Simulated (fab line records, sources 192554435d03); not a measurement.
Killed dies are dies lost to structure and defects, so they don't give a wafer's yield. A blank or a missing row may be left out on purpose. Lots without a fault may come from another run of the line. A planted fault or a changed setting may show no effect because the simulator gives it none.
One fault seen from 2 desks | flow n5_finfet | each desk has only its own numbers; what lay behind them comes last

THE METROLOGY DESK
What the gauges read, lot by lot, whatever tool the lot ran on: means of the sampled wafers that have a number. A lot is out of limits, marked OUT, if its mean lies more than 4 standard deviations from the usual mean; the brackets give that distance.
Columns: A = M11_ILD_THK at N5_BEOL_M11_THK_MEAS_01, usual 268 nm
lot  | first seen here | A
L544 | day 11 07:11    | 270
L545 | day 11 13:05    | 268
L546 | day 12 14:46    | 270
L548 | day 13 06:47    | 263
L551 | day 13 19:49    | 268
L554 | day 15 13:11    | 270
L557 | day 15 17:10    | 265
L562 | day 17 01:28    | 266
L565 | day 17 07:43    | 281
L566 | day 18 12:57    | 278
This desk's finding: nothing out of limits on any of the 10 lots.

THE TOOL OWNER'S DESK: pecvd-04
The tool's own readings at N5_BEOL_M11_ILD_DEP_00 (deposits SiCOH lowk from DEMS/porogen, target thk 308.51 nm, time 58 s): means of the sampled wafers that have a number, for each lot that ran on this tool. A lot is out of limits, marked OUT, if its mean lies more than 4 standard deviations from the usual mean; the brackets give that distance.
Columns: A = heater_power_w at N5_BEOL_M11_ILD_DEP_00, usual 340 W; B = showerhead_plenum_p_Torr at N5_BEOL_M11_ILD_DEP_00, usual 5.729 Torr; C = showerhead_vpp_V at N5_BEOL_M11_ILD_DEP_00, usual 1413 V; D = susceptor_temp_C at N5_BEOL_M11_ILD_DEP_00, usual 299.99 C; E = throttle_valve_pct at N5_BEOL_M11_ILD_DEP_00, usual 14.0 %
lot  | first seen here | A   | B     | C    | D                | E
L544 | day 11 06:07    | 322 | 5.728 | 1399 | 299.94           | 14.2
L546 | day 12 14:11    | 399 | 5.714 | 1397 | 299.93           | 13.9
L554 | day 15 11:26    | 365 | 5.724 | 1394 | 300.18           | 14.0
L565 | day 17 07:07    | 332 | 5.733 | 1404 | 293.37 (-39) OUT | 14.5
L566 | day 18 12:22    | 346 | 5.720 | 1379 | 293.34 (-39) OUT | 14.0
This desk's finding: out of limits on L565, L566; first on L565, day 17 07:07 (susceptor_temp_C at N5_BEOL_M11_ILD_DEP_00). In limits: L544, L546, L554.

PUT TOGETHER
The tool owner's desk could have raised an alarm at day 17 07:07, on L565, L566.
The metrology desk saw nothing out of limits.
The metrology desk has L565, L566 on record, within its limits.
Of the lots named, all ran N5_BEOL_M11_ILD_DEP_00 on pecvd-04.

WHAT THE SIMULATOR HAD PUT IN
Process parameter drift: pecvd-04, from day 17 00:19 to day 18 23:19, at N5_BEOL_M11_ILD_DEP_00. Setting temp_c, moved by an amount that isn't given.
Lots struck among those shown: L565, L566.
Hours from the fault's start to each desk's first reading out of limits: the tool owner's desk, 7.
